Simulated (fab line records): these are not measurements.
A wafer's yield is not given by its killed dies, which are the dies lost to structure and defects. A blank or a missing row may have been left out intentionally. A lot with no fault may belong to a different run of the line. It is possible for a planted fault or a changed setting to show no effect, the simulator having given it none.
Struck lot and sound lot, side by side || flow n5_finfet || 24 out of 1938 route steps
Sound: these wafers, L382.1, L382.4, L382.6. The struck wafers were L390.1, L390.2, L390.3. The cause is named last.
Per side, at each step with rows, come the tool, then ch with its chambers, and then its first start. Under that, the readings that differ: sound wafers || struck wafers || difference of the means || sigmas: that difference in standard deviations of wafers without a fault.
alike: words and numbers the same on both sides, and readings whose means are apart by under 2 such deviations; not compared: readings that were withheld, readings missing a value for some wafer, numbers with overlapping values and no deviation given by the record, and bounds like >300 which may hide the same value.
The two part at a step that has a row with sigmas, a row that says differs or no value, or rows on one side only. Numbers that have no deviation but don't overlap get no sigmas and don't part them. A reading missing from all wafers of one side parts the sides only when that side holds two or more wafers.

first, 8 steps without rows for these wafers: N5_BEOL_M10_ANNEAL_51 (time 90 s); N5_BEOL_M10_CMP_52 (polishes, stops on SiCOH lowk, t overpolish 7 s, target thk 140 nm); N5_BEOL_M10_PRE_CLEAN_55 (time 15 s); N5_BEOL_M10_DEP_56 (deposits SiCN from 3MS/NH3, target thk 15 nm, time 26.5 s); N5_BEOL_M11_ILD_DEP_00 (deposits SiCOH lowk from DEMS/porogen, target thk 308.51 nm, time 58 s); N5_BEOL_M11_CURE_71 (cures SiCOH lowk, time 240 s); N5_BEOL_M11_PECVD_70 (deposits SiO2 from TEOS/O2, target thk 20 nm, time 22.7 s); N5_BEOL_M11_HM_DEP_02 (deposits TiN, target thk 20 nm).
N5_BEOL_M11_COAT_59: time 60 s, resist thk 100 nm.
  sound on litho_track-05 ch 0, day 12 04:26; struck on litho_track-05 ch 0, day 13 20:41
{"reading": "spin_speed_rpm (rpm)", "sound": "1500.7 1499.1 1500.0", "struck": "1360.8 1358.3 1359.9", "difference": -140.3, "sigmas": "-99 or more"}
{"reading": "model.SOC_of_BEOL_M11_COAT_59.thk_nm (nm)", "sound": "99.4 99.4 99.6", "struck": "105 104.8 105.2", "difference": "+6", "sigmas": ""}
  alike: exhaust_pa, plate_temp_C
then, 9 steps without rows for these wafers: N5_BEOL_M11_COAT_60 (time 60 s, resist thk 30 nm); N5_BEOL_M11_COAT_05 (resist thk 90 nm); N5_BEOL_M11_EBR_07; N5_BEOL_M11_SOFTBAKE_06 (time 60 s); N5_BEOL_M11_EXPOSE_08 (exposes mask M11); N5_BEOL_M11_PEB_09 (peb time 60 s); N5_BEOL_M11_DEVELOP_10 (develop time 30 s); N5_BEOL_M11_DESCUM_16 (chemistry O2, time 7.9 s); N5_BEOL_M11_ETCH_61 (etches SiARC in CF4, target depth 39 nm, time 65 s).
N5_BEOL_M11_ETCH_62: etches SOC in N2/H2, target depth 110 nm, overetch 22 nm, time 165 s.
  sound on rie_diel-04 ch 2,3, day 12 04:59; struck on rie_diel-06 ch 0,1,2, day 13 21:14
{"reading": "model.etch.depth_nm (nm)", "sound": "99.39 99.33 99.58", "struck": "104.9 104.8 105.1", "difference": "+5.5", "sigmas": ""}
  alike: drypump_motor_current_A, oes_product_au, rf_vpp_V, showerhead_plenum_p_Torr, throttle_valve_pct
  not compared: rf_hours_counter_h
then, 2 steps without rows for these wafers: N5_BEOL_M11_STRIP_68 (strips in N2/H2); N5_BEOL_M11_STRIP_67 (strips in CF4).
N5_BEOL_M11_HM_OPEN_17: chemistry Cl2/BCl3, target TiN, target depth 20 nm, overetch 6 nm.
  sound on rie_metal-03 ch 0,1, day 12 05:10; struck on rie_metal-03 ch 0,1, day 13 21:25
{"reading": "model.SOC_of_BEOL_M11_COAT_59.thk_nm (nm)", "sound": "91.4 91.4 91.6", "struck": "97 96.8 97.2", "difference": "+6", "sigmas": ""}
  alike: drypump_motor_current_A, oes_product_au, throttle_valve_pct
  not compared: rf_hours_counter_h
then, 1 step without rows for these wafers: N5_BEOL_M11_STRIP_19 (strips in O2).
N5_PASSIVATION_PROBE_49:
  the record holds rows for the sound wafers here (prober-01, day 14 03:50) but none for the struck ones

== WHERE THEY PART ==
Earliest at N5_BEOL_M11_COAT_59; latest, in this record, at N5_PASSIVATION_PROBE_49.

WHY: what had been put in by the simulator
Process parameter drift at N5_BEOL_M11_COAT_59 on litho_track-05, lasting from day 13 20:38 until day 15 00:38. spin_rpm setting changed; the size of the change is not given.
